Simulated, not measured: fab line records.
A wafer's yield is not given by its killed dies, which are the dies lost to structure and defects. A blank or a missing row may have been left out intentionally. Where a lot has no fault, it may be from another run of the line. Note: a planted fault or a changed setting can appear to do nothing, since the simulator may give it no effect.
fab line records	flow n5Finfet	part 1 of 2: steps 1 to 19 of 27
record lots=5	wafers=15	lastDay=17
route steps=1938 shown BEOL_M3@999 BEOL_M4@1021
lots untouched by any fault: they come from a run of this same line in which no faults occurred
startH: the number of hours between the record's first day and the start of the first shown wafer of the lot	waitH: hours since the lot's step before	" identical to the entry in the row above	L1.1+2: a single row standing in for several wafers	- no value present, or no start provided	* or withheld: withheld	< > ~ a bound
route shown NAME@n: names a module that has steps shown in the file, with the first one's number in the route	usual: mean/standard deviation taken from wafers without a fault	same: alike in all rows	chamber/n: place in a boat	sites: each site's reading	_std_site: the values' standard deviation	_edge_site: outer sites' mean less inner sites'	radiusMm: for every site, how far away it sits from the centre of the wafer	mask NAME#n: copy n	behind: the last tool/chamber to shape the wafer	hold: what put the lot on hold/how long, in hours/how the hold closed	device: transistor that didn't switch, given as n, p or np	end of line: tests of these same wafers at the route's end	step lacking rows: just its recipe	killed: dies lost to structure and defects at the first sort, not the wafer's yield	map: per-die view of a wafer (x killed, . not killed, _ where there is no die)
set.NAME: the setting as run; set.NAME@STEP: as run at that earlier step	model.NAME: the simulator's own value behind a step, which no gauge read
lots at selected steps of the route; one table per step, one row per wafer
services: the hour from which a tool's chamber was out of use, counted from the record's first day as startH (under 0 if before that day), plus the number of hours and why
## steps
# step N5_BEOL_M3_ANNEAL_82
# recipe tempC=400	timeS=240	ambient=vacuum
# usual heaterPowerW=815/79	susceptorTempC=399.97/0.23	susceptor_temp_C_max=400.8/0.37
lot.wafer	tool	chamber	startH	waitH	heaterPowerW	susceptorTempC	susceptor_temp_C_max
L079.2	pvdSputter-03	-	181.24	0.0	770	399.95	400.5
L079.5	"	-	"	"	1036	399.73	400.7
L079.6	"	-	"	"	761	400.10	401.0
L081.1	pvdSputter-03	-	195.14	0.0	1023	399.25	400.0
L081.3	"	-	"	"	760	400.11	400.9
L081.4	"	-	"	"	777	399.69	400.2
L090.1	pvdSputter-02	-	252.45	0.0	904	400.06	401.3
L090.2	"	-	"	"	727	399.76	401.1
L090.5	"	-	"	"	715	399.97	401.0
L092.1	pvdSputter-01	-	259.79	0.0	812	399.93	400.8
L092.5	"	-	"	"	766	400.29	400.9
L092.6	"	-	"	"	849	400.38	401.3
L096.1	pvdSputter-01	-	289.21	0.0	785	399.83	400.5
L096.2	"	-	"	"	826	399.88	400.8
L096.4	"	-	"	"	855	399.82	401.0
# step N5_BEOL_M3_SPUTTER_86
# recipe material=Cu	targetThkA=45	tempC=-20	chamberPressurePa=0.07	powerW=withheld	timeS=8.29
# usual chuckSensorTempC=-16.2/0.49	susceptorTempC=-19.98/0.1	throttleValvePct=29.7/0.99
lot.wafer	tool	chamber	startH	waitH	chuckSensorTempC	susceptorTempC	throttleValvePct
L079.2	pvdSputter-03	-	181.38	0.1	-15.4	-19.95	31.5
L079.5	"	-	"	"	-16.9	-19.95	29.6
L079.6	"	-	"	"	-16.0	-20.03	28.3
L081.1	pvdSputter-03	-	195.28	0.1	-17.0	-19.96	29.6
L081.3	"	-	"	"	-16.0	-19.97	28.0
L081.4	"	-	"	"	-15.6	-19.96	31.5
L090.1	pvdSputter-02	-	252.59	0.1	-15.4	-19.84	29.3
L090.2	"	-	"	"	-16.7	-19.79	30.2
L090.5	"	-	"	"	-16.4	-19.86	29.2
L092.1	pvdSputter-01	-	259.93	0.1	-15.9	-20.02	28.8
L092.5	"	-	"	"	-16.1	-20.06	29.0
L092.6	"	-	"	"	-15.8	-20.02	29.1
L096.1	pvdSputter-01	-	289.35	0.1	-16.2	-20.00	29.3
L096.2	"	-	"	"	-16.0	-19.80	28.7
L096.4	"	-	"	"	-15.9	-19.94	28.8
# step N5_BEOL_M3_ANNEAL_87
# recipe tempC=400	timeS=240	ambient=vacuum
# usual heaterPowerW=817/80	susceptorTempC=400.00/0.24	susceptor_temp_C_max=400.9/0.37
lot.wafer	tool	chamber	startH	waitH	heaterPowerW	susceptorTempC	susceptor_temp_C_max
L079.2	pvdSputter-03	-	181.46	0.0	800	400.23	400.7
L079.5	"	-	"	"	1046	400.05	400.7
L079.6	"	-	"	"	777	399.86	400.6
L081.1	pvdSputter-03	-	195.36	0.0	1023	399.78	400.4
L081.3	"	-	"	"	780	400.10	400.9
L081.4	"	-	"	"	801	399.63	400.2
L090.1	pvdSputter-02	-	252.67	0.0	916	400.42	401.5
L090.2	"	-	"	"	744	400.36	401.5
L090.5	"	-	"	"	720	400.20	400.9
L092.1	pvdSputter-01	-	260.01	0.0	820	400.06	401.1
L092.5	"	-	"	"	756	400.47	401.1
L092.6	"	-	"	"	851	400.15	401.2
L096.1	pvdSputter-01	-	289.43	0.0	749	399.69	400.6
L096.2	"	-	"	"	831	399.99	401.2
L096.4	"	-	"	"	835	399.52	400.4
# step N5_BEOL_M3_SPUTTER_88
# recipe material=Cu	targetThkA=45	tempC=-20	chamberPressurePa=0.07	powerW=withheld	timeS=8.29
# usual chuckSensorTempC=-16.2/0.46	susceptorTempC=-20.00/0.11	throttleValvePct=29.7/1
lot.wafer	tool	chamber	startH	waitH	chuckSensorTempC	susceptorTempC	throttleValvePct
L079.2	pvdSputter-03	-	181.60	0.1	-15.5	-19.96	31.5
L079.5	"	-	"	"	-17.0	-19.89	29.4
L079.6	"	-	"	"	-15.9	-19.97	28.2
L081.1	pvdSputter-03	-	195.50	0.1	-16.8	-20.08	29.5
L081.3	"	-	"	"	-15.8	-19.91	28.3
L081.4	"	-	"	"	-15.5	-19.86	31.5
L090.1	pvdSputter-02	-	252.81	0.1	-15.5	-20.21	29.4
L090.2	"	-	"	"	-16.6	-19.90	30.1
L090.5	"	-	"	"	-16.6	-19.85	29.1
L092.1	pvdSputter-01	-	260.15	0.1	-15.6	-19.90	28.7
L092.5	"	-	"	"	-16.2	-20.11	29.1
L092.6	"	-	"	"	-15.8	-20.05	28.9
L096.1	pvdSputter-01	-	289.57	0.1	-16.0	-19.96	28.8
L096.2	"	-	"	"	-15.8	-20.09	28.8
L096.4	"	-	"	"	-16.1	-20.23	28.6
# step N5_BEOL_M3_ANNEAL_89
# recipe tempC=400	timeS=240	ambient=vacuum
# usual heaterPowerW=814/76	susceptorTempC=400.00/0.23	susceptor_temp_C_max=400.9/0.4
lot.wafer	tool	chamber	startH	waitH	heaterPowerW	susceptorTempC	susceptor_temp_C_max
L079.2	pvdSputter-03	-	181.68	0.0	787	399.88	400.5
L079.5	"	-	"	"	1054	399.99	400.6
L079.6	"	-	"	"	760	400.36	401.7
L081.1	pvdSputter-03	-	195.58	0.0	1049	399.90	400.5
L081.3	"	-	"	"	762	399.74	400.5
L081.4	"	-	"	"	772	399.80	400.5
L090.1	pvdSputter-02	-	252.89	0.0	926	400.22	401.2
L090.2	"	-	"	"	756	400.33	401.4
L090.5	"	-	"	"	722	399.84	400.6
L092.1	pvdSputter-01	-	260.23	0.0	820	399.74	400.9
L092.5	"	-	"	"	770	399.90	400.6
L092.6	"	-	"	"	865	400.09	401.0
L096.1	pvdSputter-01	-	289.65	0.0	761	399.82	400.4
L096.2	"	-	"	"	825	400.17	401.2
L096.4	"	-	"	"	849	400.01	401.3
# step N5_BEOL_M3_SPUTTER_90
# recipe material=Cu	targetThkA=45	tempC=-20	chamberPressurePa=0.07	powerW=withheld	timeS=8.29
# usual chuckSensorTempC=-16.2/0.49	susceptorTempC=-19.99/0.1	throttleValvePct=29.7/1
lot.wafer	tool	chamber	startH	waitH	chuckSensorTempC	susceptorTempC	throttleValvePct
L079.2	pvdSputter-03	-	181.82	0.1	-15.5	-19.90	31.6
L079.5	"	-	"	"	-17.0	-19.68	29.6
L079.6	"	-	"	"	-15.9	-19.89	28.3
L081.1	pvdSputter-03	-	195.72	0.1	-17.1	-20.04	29.7
L081.3	"	-	"	"	-15.7	-20.00	28.1
L081.4	"	-	"	"	-15.3	-20.02	31.5
L090.1	pvdSputter-02	-	253.03	0.1	-15.5	-19.93	29.3
L090.2	"	-	"	"	-16.6	-20.04	30.4
L090.5	"	-	"	"	-16.5	-19.84	29.0
L092.1	pvdSputter-01	-	260.37	0.1	-15.9	-19.92	28.6
L092.5	"	-	"	"	-16.1	-20.06	29.1
L092.6	"	-	"	"	-16.0	-20.03	28.9
L096.1	pvdSputter-01	-	289.79	0.1	-16.2	-19.88	29.1
L096.2	"	-	"	"	-15.9	-20.08	28.4
L096.4	"	-	"	"	-15.9	-19.91	28.7
# step N5_BEOL_M3_ANNEAL_91
# recipe tempC=400	timeS=240	ambient=vacuum
# usual heaterPowerW=816/79	susceptorTempC=400.02/0.22	susceptor_temp_C_max=400.9/0.36
lot.wafer	tool	chamber	startH	waitH	heaterPowerW	susceptorTempC	susceptor_temp_C_max
L079.2	pvdSputter-03	-	181.90	0.0	803	399.94	400.8
L079.5	"	-	"	"	1049	400.16	400.9
L079.6	"	-	"	"	756	400.24	401.0
L081.1	pvdSputter-03	-	195.80	0.0	1001	400.19	401.1
L081.3	"	-	"	"	760	399.87	400.8
L081.4	"	-	"	"	791	399.96	400.6
L090.1	pvdSputter-02	-	253.11	0.0	908	400.09	401.0
L090.2	"	-	"	"	740	399.99	401.2
L090.5	"	-	"	"	734	400.46	401.1
L092.1	pvdSputter-01	-	260.45	0.0	861	400.29	401.2
L092.5	"	-	"	"	775	399.74	400.4
L092.6	"	-	"	"	839	400.26	401.6
L096.1	pvdSputter-01	-	289.87	0.0	759	399.81	400.5
L096.2	"	-	"	"	835	399.80	400.9
L096.4	"	-	"	"	865	400.44	401.6
# step N5_BEOL_M3_SPUTTER_92
# recipe material=Cu	targetThkA=45	tempC=-20	chamberPressurePa=0.07	powerW=withheld	timeS=8.29
# usual chuckSensorTempC=-16.2/0.5	susceptorTempC=-20.00/0.092	throttleValvePct=29.7/1
lot.wafer	tool	chamber	startH	waitH	chuckSensorTempC	susceptorTempC	throttleValvePct
L079.2	pvdSputter-03	-	182.04	0.1	-15.4	-19.91	31.5
L079.5	"	-	"	"	-17.0	-19.92	29.5
L079.6	"	-	"	"	-15.9	-19.95	28.0
L081.1	pvdSputter-03	-	195.94	0.1	-16.9	-19.92	29.5
L081.3	"	-	"	"	-15.9	-20.07	28.0
L081.4	"	-	"	"	-15.6	-20.09	31.3
L090.1	pvdSputter-02	-	253.25	0.1	-15.6	-20.10	29.3
L090.2	"	-	"	"	-16.7	-20.04	30.3
L090.5	"	-	"	"	-16.7	-20.00	29.1
L092.1	pvdSputter-01	-	260.59	0.1	-15.6	-20.07	28.6
L092.5	"	-	"	"	-16.3	-19.91	28.9
L092.6	"	-	"	"	-16.1	-20.10	28.8
L096.1	pvdSputter-01	-	290.01	0.1	-16.3	-20.09	29.1
L096.2	"	-	"	"	-15.8	-20.11	28.7
L096.4	"	-	"	"	-16.0	-19.83	28.6
# step N5_BEOL_M3_ANNEAL_93
# recipe tempC=400	timeS=240	ambient=vacuum
# usual heaterPowerW=817/77	susceptorTempC=399.97/0.23	susceptor_temp_C_max=400.8/0.38
lot.wafer	tool	chamber	startH	waitH	heaterPowerW	susceptorTempC	susceptor_temp_C_max
L079.2	pvdSputter-03	-	182.12	0.0	798	400.26	401.1
L079.5	"	-	"	"	1019	400.20	401.2
L079.6	"	-	"	"	778	400.43	401.4
L081.1	pvdSputter-03	-	196.02	0.0	1036	399.99	400.8
L081.3	"	-	"	"	765	399.71	400.6
L081.4	"	-	"	"	789	399.99	400.6
L090.1	pvdSputter-02	-	253.33	0.0	905	399.61	400.8
L090.2	"	-	"	"	748	399.79	401.1
L090.5	"	-	"	"	727	399.31	400.0
L092.1	pvdSputter-01	-	260.67	0.0	836	400.08	401.4
L092.5	"	-	"	"	770	399.77	400.4
L092.6	"	-	"	"	840	399.75	400.9
L096.1	pvdSputter-01	-	290.09	0.0	785	400.24	401.0
L096.2	"	-	"	"	838	400.29	401.0
L096.4	"	-	"	"	846	399.93	401.1
# step N5_BEOL_M3_SPUTTER_94
# recipe material=Cu	targetThkA=45	tempC=-20	chamberPressurePa=0.07	powerW=withheld	timeS=8.29
# usual chuckSensorTempC=-16.2/0.49	susceptorTempC=-20.01/0.11	throttleValvePct=29.7/1
lot.wafer	tool	chamber	startH	waitH	chuckSensorTempC	susceptorTempC	throttleValvePct
L079.2	pvdSputter-03	-	182.26	0.1	-15.4	-19.96	31.4
L079.5	"	-	"	"	-17.1	-20.10	29.6
L079.6	"	-	"	"	-15.8	-19.97	28.3
L081.1	pvdSputter-03	-	196.16	0.1	-16.9	-20.16	29.7
L081.3	"	-	"	"	-16.0	-19.97	28.0
L081.4	"	-	"	"	-15.4	-20.07	31.4
L090.1	pvdSputter-02	-	253.47	0.1	-15.3	-20.11	29.3
L090.2	"	-	"	"	-16.6	-19.85	30.3
L090.5	"	-	"	"	-16.6	-19.98	29.2
L092.1	pvdSputter-01	-	260.81	0.1	-15.8	-20.00	28.9
L092.5	"	-	"	"	-16.0	-19.95	29.1
L092.6	"	-	"	"	-16.0	-20.16	28.9
L096.1	pvdSputter-01	-	290.23	0.1	-16.1	-19.99	29.4
L096.2	"	-	"	"	-15.7	-19.94	28.7
L096.4	"	-	"	"	-15.9	-19.81	29.0
# step N5_BEOL_M3_ANNEAL_95
# recipe tempC=400	timeS=240	ambient=vacuum
# usual heaterPowerW=816/79	susceptorTempC=399.99/0.21	susceptor_temp_C_max=400.8/0.35
lot.wafer	tool	chamber	startH	waitH	heaterPowerW	susceptorTempC	susceptor_temp_C_max
L079.2	pvdSputter-03	-	182.34	0.0	793	400.03	400.7
L079.5	"	-	"	"	1046	399.97	400.7
L079.6	"	-	"	"	761	399.82	400.8
L081.1	pvdSputter-03	-	196.24	0.0	1034	399.66	400.4
L081.3	"	-	"	"	764	400.04	401.2
L081.4	"	-	"	"	809	400.08	400.7
L090.1	pvdSputter-02	-	253.55	0.0	929	400.03	401.1
L090.2	"	-	"	"	724	399.78	400.9
L090.5	"	-	"	"	710	399.89	400.6
L092.1	pvdSputter-01	-	260.89	0.0	828	399.96	401.0
L092.5	"	-	"	"	743	399.68	400.2
L092.6	"	-	"	"	857	399.67	401.1
L096.1	pvdSputter-01	-	290.31	0.0	758	400.25	401.0
L096.2	"	-	"	"	848	400.42	401.5
L096.4	"	-	"	"	852	400.23	401.5
# step N5_BEOL_M3_SPUTTER_96
# recipe material=Cu	targetThkA=45	tempC=-20	chamberPressurePa=0.07	powerW=withheld	timeS=8.29
# usual chuckSensorTempC=-16.2/0.48	susceptorTempC=-19.99/0.12	throttleValvePct=29.7/1
lot.wafer	tool	chamber	startH	waitH	chuckSensorTempC	susceptorTempC	throttleValvePct
L079.2	pvdSputter-03	-	182.48	0.1	-15.7	-20.03	31.3
L079.5	"	-	"	"	-17.0	-20.18	29.7
L079.6	"	-	"	"	-15.8	-19.99	28.0
L081.1	pvdSputter-03	-	196.38	0.1	-16.8	-20.07	29.6
L081.3	"	-	"	"	-16.1	-20.13	27.7
L081.4	"	-	"	"	-15.5	-19.75	31.7
L090.1	pvdSputter-02	-	253.69	0.1	-15.5	-19.82	29.1
L090.2	"	-	"	"	-16.7	-19.97	30.1
L090.5	"	-	"	"	-16.5	-20.05	29.1
L092.1	pvdSputter-01	-	261.03	0.1	-15.9	-19.92	28.8
L092.5	"	-	"	"	-16.3	-19.85	29.3
L092.6	"	-	"	"	-16.1	-20.17	29.0
L096.1	pvdSputter-01	-	290.45	0.1	-16.3	-20.06	29.3
L096.2	"	-	"	"	-15.8	-19.96	28.7
L096.4	"	-	"	"	-15.8	-19.96	28.8
# step N5_BEOL_M3_ECD_50
# recipe material=Cu	targetThkA=3000
lot.wafer	tool	chamber	startH	waitH
L079.2+5+6	ecdCu-02	0,0,1	182.59	0.1
L081.1+3+4	ecdCu-01	0,0,1	196.50	0.1
L090.1+2+5	ecdCu-02	1,0,1	253.80	0.1
L092.1+5+6	ecdCu-01	0,0,1	261.15	0.1
L096.1+2+4	ecdCu-02	0,1,0	290.57	0.1
# step N5_BEOL_M3_ANNEAL_51
# recipe tempC=225	timeS=90	ambient=N2
# usual wafer_temp_C_max=226.0/0.35
lot.wafer	tool	chamber	startH	waitH	wafer_temp_C_max
L079.2	rtpAnneal-02	0	182.72	0.1	226.4
L079.5	"	0	"	"	226.2
L079.6	"	0	"	"	226.5
L081.1	rtpAnneal-01	0	197.75	1.2	225.7
L081.3	"	0	"	"	226.1
L081.4	"	0	"	"	226.0
L090.1	rtpAnneal-02	0	253.88	0.1	226.1
L090.2	"	0	"	"	226.0
L090.5	"	0	"	"	226.1
L092.1	rtpAnneal-02	0	261.23	0.1	226.3
L092.5	"	0	"	"	226.1
L092.6	"	0	"	"	226.3
L096.1	rtpAnneal-01	0	290.65	0.1	225.8
L096.2	"	0	"	"	225.5
L096.4	"	0	"	"	225.6
# step N5_BEOL_M3_CMP_52
# recipe stopOn=SiOC	tOverpolishS=6.8	downForcePsi=1	platenRpm=50	clearingPlatenDownForcePsi=1.5	clearingPlatenRpm=50	postCmpClean=cuAlkaline	targetThkNm=40	clearingPlatenPadVelocityMS=0.99484	padVelocityMS=0.99484
# usual barrierFieldEndpointS=24.7/0.62	motorCurrentA=6.0/0.44	overpolishRunS=6.799/0.0084	padLifeWafers=1261/480	platenRpm=50.00/0.035	retainingRingPressureFrac=1.000/0.0052	timeToEndpointS=63.3/3
# same tOverpolishS=6.8
lot.wafer	tool	chamber	startH	waitH	barrierFieldEndpointS	motorCurrentA	overpolishRunS	padLifeWafers	platenRpm	retainingRingPressureFrac	timeToEndpointS
L079.2	cmp-03	1	183.05	0.3	24.5	6.1	6.800	1472	49.92	0.987	59.8
L079.6	"	3	"	"	25.0	5.4	6.806	-	50.00	0.995	60.1
L079.5	"	0	"	"	24.8	6.2	6.790	-	50.00	1.002	67.7
L081.1	cmp-03	3	198.04	0.3	23.3	5.0	6.793	1614	49.91	1.005	60.5
L081.4	"	1	"	"	24.2	6.6	6.786	1616	49.95	1.000	62.6
L081.3	"	2	"	"	24.3	5.6	6.812	1617	49.99	1.007	63.2
L090.2	cmp-04	0	254.22	0.2	25.7	5.7	6.811	1567	49.99	0.996	63.1
L090.1	"	2	"	"	23.8	6.1	6.780	1569	50.02	0.991	58.6
L090.5	"	3	"	"	25.8	6.3	6.796	-	50.05	1.001	65.7
L092.1	cmp-04	0	261.54	0.3	24.1	5.6	6.806	1656	50.00	1.005	61.9
L092.6	"	0	"	"	24.9	5.8	6.803	-	49.97	1.004	64.8
L092.5	"	1	"	"	24.6	5.9	6.796	-	49.97	1.004	66.7
L096.4	cmp-04	1	290.98	0.2	25.8	5.9	6.812	1975	49.95	0.999	67.3
L096.2	"	2	"	"	24.5	6.0	6.792	1976	49.91	1.003	61.8
L096.1	"	3	"	"	25.4	6.1	6.793	1977	49.97	1.003	67.2
# step N5_BEOL_M3_THK_MEAS_53
# recipe thkMeasGauge=xrf	reads=Cu_of_BEOL_M3_ECD_50
# usual M3_THK=38.9/1.5
lot.wafer	tool	chamber	startH	waitH	M3_THK[nm]
L079.2	filmMetro-01	-	183.26	-	36.3
L079.5	"	-	"	"	38.7
L079.6	"	-	"	"	37.3
L081.1	filmMetro-01	-	198.34	-	38.0
L081.3	"	-	"	"	37.3
L081.4	"	-	"	"	39.0
L090.1	filmMetro-02	-	254.47	-	35.5
L090.2	"	-	"	"	37.5
L090.5	"	-	"	"	38.2
L092.1	filmMetro-01	-	261.83	-	38.5
L092.5	"	-	"	"	41.8
L092.6	"	-	"	"	40.8
L096.1	filmMetro-01	-	291.24	-	39.6
L096.2	"	-	"	"	38.9
L096.4	"	-	"	"	40.9
# step N5_BEOL_M3_PRE_CLEAN_60
# recipe gas=NH3/H2	timeS=15	tempC=*	rfPowerW=300
# usual heaterPowerW=83/19	susceptorTempC=*
lot.wafer	tool	chamber	startH	waitH	heaterPowerW	susceptorTempC
L079.2	cvdCo-01	2	183.30	0.0	86	*
L079.5	"	2	"	"	83	*
L079.6	"	1	"	"	92	*
L081.1	cvdCo-02	1	198.37	0.0	68	*
L081.3	"	2	"	"	69	*
L081.4	"	1	"	"	70	*
L090.1	cvdCo-02	2	254.51	0.0	70	*
L090.2	"	1	"	"	67	*
L090.5	"	0	"	"	124	*
L092.1	cvdCo-02	2	261.87	0.0	71	*
L092.5	"	2	"	"	69	*
L092.6	"	1	"	"	69	*
L096.1	cvdCo-01	1	291.27	0.0	89	*
L096.2	"	0	"	"	66	*
L096.4	"	0	"	"	65	*
# step N5_BEOL_M3_CO_CAP_55
# recipe material=Co	targetThkA=20	tempC=200	precursor=CCTBA/H2	pressureTorr=30	timeS=102.1
# usual heaterPowerW=234/24	susceptorTempC=200.01/0.16
lot.wafer	tool	chamber	startH	waitH	heaterPowerW	susceptorTempC
L079.2	cvdCo-01	2	183.34	0.0	232	199.71
L079.5	"	2	"	"	234	199.65
L079.6	"	1	"	"	250	200.14
L081.1	cvdCo-02	1	198.43	0.0	211	200.10
L081.3	"	2	"	"	215	199.92
L081.4	"	1	"	"	211	200.18
L090.1	cvdCo-02	2	254.55	0.0	216	200.03
L090.2	"	1	"	"	220	199.73
L090.5	"	0	"	"	292	200.11
L092.1	cvdCo-02	2	261.91	0.0	221	199.93
L092.5	"	2	"	"	218	199.88
L092.6	"	1	"	"	213	200.49
L096.1	cvdCo-01	1	291.31	0.0	249	200.15
L096.2	"	0	"	"	213	200.33
L096.4	"	0	"	"	213	200.28
# step N5_BEOL_M3_PRE_CLEAN_56
# recipe gas=NH3	timeS=15	tempC=withheld	rfPowerW=300
lot.wafer	tool	chamber	startH	waitH
L079.2+5+6	pecvd-02	2,0,1	183.43	0.1
L081.1+3+4	pecvd-01	2,1,0	198.56	0.1
L090.1+2+5	pecvd-04	1,2,2	254.64	0.1
L092.1+5+6	pecvd-02	0,2,1	262.00	0.1
L096.1+2+4	pecvd-01	2,1,0	291.41	0.1
